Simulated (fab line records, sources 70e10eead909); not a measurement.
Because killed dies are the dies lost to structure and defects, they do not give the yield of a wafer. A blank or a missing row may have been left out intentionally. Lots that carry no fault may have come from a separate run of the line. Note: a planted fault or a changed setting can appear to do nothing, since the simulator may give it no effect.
Chamber matching | flow nandHarc | NHARC_A_CONTACT_ETCH_91 on rieDiel-11 has 4 sister chambers
The step etches the open film in CH3F/O2, target depth 40 nm, time 85.7 s. 8 wafers are shown with their chamber, then 7 later ones without.

== EACH WAFER AND ITS CHAMBER ==
wafer  | chamber | drypumpMotorCurrentA (A) | rfVppV (V)
L314.1 | 1       | 5.5                      | 247.5
L315.1 | 1       | 5.5                      | 247.8
L315.2 | 2       | 5.1                      | 247.6
L318.1 | 0       | 6.4                      | 243.3
L318.4 | 3       | 5.6                      | 247.6
L318.5 | 2       | 5.1                      | 246.1
L319.1 | 3       | 5.6                      | 246.2
L319.2 | 0       | 6.3                      | 241.8

== WAFERS WITH NO CHAMBER GIVEN ==
wafer  | drypumpMotorCurrentA (A) | rfVppV (V)
L319.5 | 5.5                      | 245.5
L320.1 | 5.1                      | 246.3
L320.2 | 5.6                      | 245.7
L320.4 | 6.4                      | 243.6
L322.1 | 5.6                      | 246.5
L322.2 | 6.3                      | 243.4
L322.6 | 5.6                      | 246.3

== EACH ONE'S CHAMBER ==
wafer  | from the rows above     | in truth
L319.5 | can't be placed: 1 or 3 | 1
L320.1 | 2                       | 2
L320.2 | 3                       | 3
L320.4 | 0                       | 0
L322.1 | 3                       | 3
L322.2 | 0                       | 0
L322.6 | 3                       | 3
6 of 7 placed correctly. These rows do not allow placing 1 (true chamber among the candidates in 1). 0 placed wrongly.
How it was worked out, from the rows above alone: a wafer's distance from a chamber is the root of the sum, over the readings, of the square of ((its reading less the chamber's mean) divided by the reading's scatter). The wafer belongs to the nearest chamber; if the next one is less than 2 further off, it can't be placed. A chamber's mean is the mean of its shown wafers. The scatter is the square root of a quotient: the sum, over the shown wafers, of each reading's squared deviation from its chamber's mean, divided by wafers minus chambers.
